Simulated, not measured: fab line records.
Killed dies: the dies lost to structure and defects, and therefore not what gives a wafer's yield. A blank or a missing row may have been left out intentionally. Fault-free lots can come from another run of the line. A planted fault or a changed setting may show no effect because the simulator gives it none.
Split-lot experiment / flow n5 finfet / 7 lots, 21 wafers read, on a route of 1938 steps

THE SPLIT
At N5_BEOL_M5_EXPOSE_08 (exposes mask M5, target cd 28 nm), the setting dose mj was moved away from the recipe's 35.75 on 2 of the 21 wafers read, by -3.6% to +3.0%. All remaining wafers had this setting at the recipe value.

FROM THE SPLIT TO THE READING: what the file shows between them, 2 steps
- N5_BEOL_M5_PEB_09: peb time 60 s
- N5_BEOL_M5_DEVELOP_10: develop time 30 s

THE READING
BEOL_M5.cd nm (the simulator's own value, which no gauge read), in nm, at N5_BEOL_M5_DESCUM_16 (chemistry O2, time 7 s). The file does not state a usual value for it. The 19 wafers here that ran the recipe average 28.1 nm, standard deviation 0.15 nm.

wafer=L078.1; tool, chamber at the split=euv scanner-01, 0; dose mj as run=35.75; against the recipe=recipe; BEOL_M5.cd nm, nm=27.8; against lot-mates on the recipe=-
wafer=L078.3; tool, chamber at the split=euv scanner-01, 0; dose mj as run=35.75; against the recipe=recipe; BEOL_M5.cd nm, nm=27.8; against lot-mates on the recipe=-
wafer=L078.6; tool, chamber at the split=euv scanner-01, 0; dose mj as run=35.75; against the recipe=recipe; BEOL_M5.cd nm, nm=28; against lot-mates on the recipe=-
wafer=L083.1; tool, chamber at the split=euv scanner-01, 0; dose mj as run=35.75; against the recipe=recipe; BEOL_M5.cd nm, nm=28; against lot-mates on the recipe=-
wafer=L083.2; tool, chamber at the split=euv scanner-01, 0; dose mj as run=35.75; against the recipe=recipe; BEOL_M5.cd nm, nm=28; against lot-mates on the recipe=-
wafer=L083.6; tool, chamber at the split=euv scanner-01, 0; dose mj as run=35.75; against the recipe=recipe; BEOL_M5.cd nm, nm=28; against lot-mates on the recipe=-
wafer=L088.4; tool, chamber at the split=euv scanner-02, 0; dose mj as run=35.75; against the recipe=recipe; BEOL_M5.cd nm, nm=28; against lot-mates on the recipe=-
wafer=L088.5; tool, chamber at the split=euv scanner-02, 0; dose mj as run=35.75; against the recipe=recipe; BEOL_M5.cd nm, nm=28.2; against lot-mates on the recipe=-
wafer=L088.6; tool, chamber at the split=euv scanner-02, 0; dose mj as run=34.46; against the recipe=-3.6%; BEOL_M5.cd nm, nm=27.4; against lot-mates on the recipe=-0.7
wafer=L089.1; tool, chamber at the split=euv scanner-01, 0; dose mj as run=35.75; against the recipe=recipe; BEOL_M5.cd nm, nm=28.2; against lot-mates on the recipe=-
wafer=L089.5; tool, chamber at the split=euv scanner-01, 0; dose mj as run=35.75; against the recipe=recipe; BEOL_M5.cd nm, nm=28.2; against lot-mates on the recipe=-
wafer=L089.3; tool, chamber at the split=euv scanner-01, 0; dose mj as run=35.75; against the recipe=recipe; BEOL_M5.cd nm, nm=28.4; against lot-mates on the recipe=-
wafer=L093.1; tool, chamber at the split=euv scanner-02, 0; dose mj as run=35.75; against the recipe=recipe; BEOL_M5.cd nm, nm=28.2; against lot-mates on the recipe=-
wafer=L093.3; tool, chamber at the split=euv scanner-02, 0; dose mj as run=35.75; against the recipe=recipe; BEOL_M5.cd nm, nm=28.2; against lot-mates on the recipe=-
wafer=L093.6; tool, chamber at the split=euv scanner-02, 0; dose mj as run=35.75; against the recipe=recipe; BEOL_M5.cd nm, nm=28; against lot-mates on the recipe=-
wafer=L094.1; tool, chamber at the split=euv scanner-02, 0; dose mj as run=35.75; against the recipe=recipe; BEOL_M5.cd nm, nm=28; against lot-mates on the recipe=-
wafer=L094.2; tool, chamber at the split=euv scanner-02, 0; dose mj as run=35.75; against the recipe=recipe; BEOL_M5.cd nm, nm=28; against lot-mates on the recipe=-
wafer=L094.5; tool, chamber at the split=euv scanner-02, 0; dose mj as run=35.75; against the recipe=recipe; BEOL_M5.cd nm, nm=28.2; against lot-mates on the recipe=-
wafer=L096.1; tool, chamber at the split=euv scanner-02, 0; dose mj as run=36.84; against the recipe=+3.0%; BEOL_M5.cd nm, nm=28.8; against lot-mates on the recipe=+0.8
wafer=L096.2; tool, chamber at the split=euv scanner-02, 0; dose mj as run=35.75; against the recipe=recipe; BEOL_M5.cd nm, nm=28; against lot-mates on the recipe=-
wafer=L096.5; tool, chamber at the split=euv scanner-02, 0; dose mj as run=35.75; against the recipe=recipe; BEOL_M5.cd nm, nm=28; against lot-mates on the recipe=-

THE FIT
A straight line over all 21 wafers: BEOL_M5.cd nm changes by +0.208 nm for each +1% of dose mj; r = +0.83; the points scatter about the line by 0.15 nm.
The same after taking each lot's own level away (the mean of its wafers on the recipe; 21 wafers): +0.223 nm for each +1%; r = +0.94; scatter 0.089 nm.
The reading moves by 0.8 nm for the largest change in dose mj, on that fit.
From 27.87 to 28.27 nm: that is the span of the lots' own levels, equal to 2.7 times the standard deviation above.
Hence the lot-to-lot level has little effect on the slope; both slopes agree.
Check: for one of the wafers moved furthest among these (-3.6%), held out of the fit, the line's prediction against its lot-mates is -0.947 nm. It came out at -0.7 nm against them.

THE OTHER SPLITS THESE WAFERS WENT THROUGH
Before the reading, these wafers also passed through other splits. Each is held against what the fit with the lots' levels taken away leaves over:
other split on the same wafers=N5_BEOL_M3_ETCH_64 time s; wafers away from the commonest value=6; r with BEOL_M5.cd nm (lot level and that fit taken away)=-0.26
other split on the same wafers=N5_BEOL_M3_COAT_67 spin rpm; wafers away from the commonest value=4; r with BEOL_M5.cd nm (lot level and that fit taken away)=+0.05
other split on the same wafers=N5_BEOL_M3_COAT_76 spin rpm; wafers away from the commonest value=7; r with BEOL_M5.cd nm (lot level and that fit taken away)=+0.44
other split on the same wafers=N5_BEOL_M4_COAT_67 spin rpm; wafers away from the commonest value=6; r with BEOL_M5.cd nm (lot level and that fit taken away)=+0.37
other split on the same wafers=N5_BEOL_M4_EXPOSE_25 dose mj; wafers away from the commonest value=6; r with BEOL_M5.cd nm (lot level and that fit taken away)=-0.30

THE FILE'S OWN FIT
BEOL_M5.cd nm changes by +0.222 nm for each +1% of dose mj, r = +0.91.
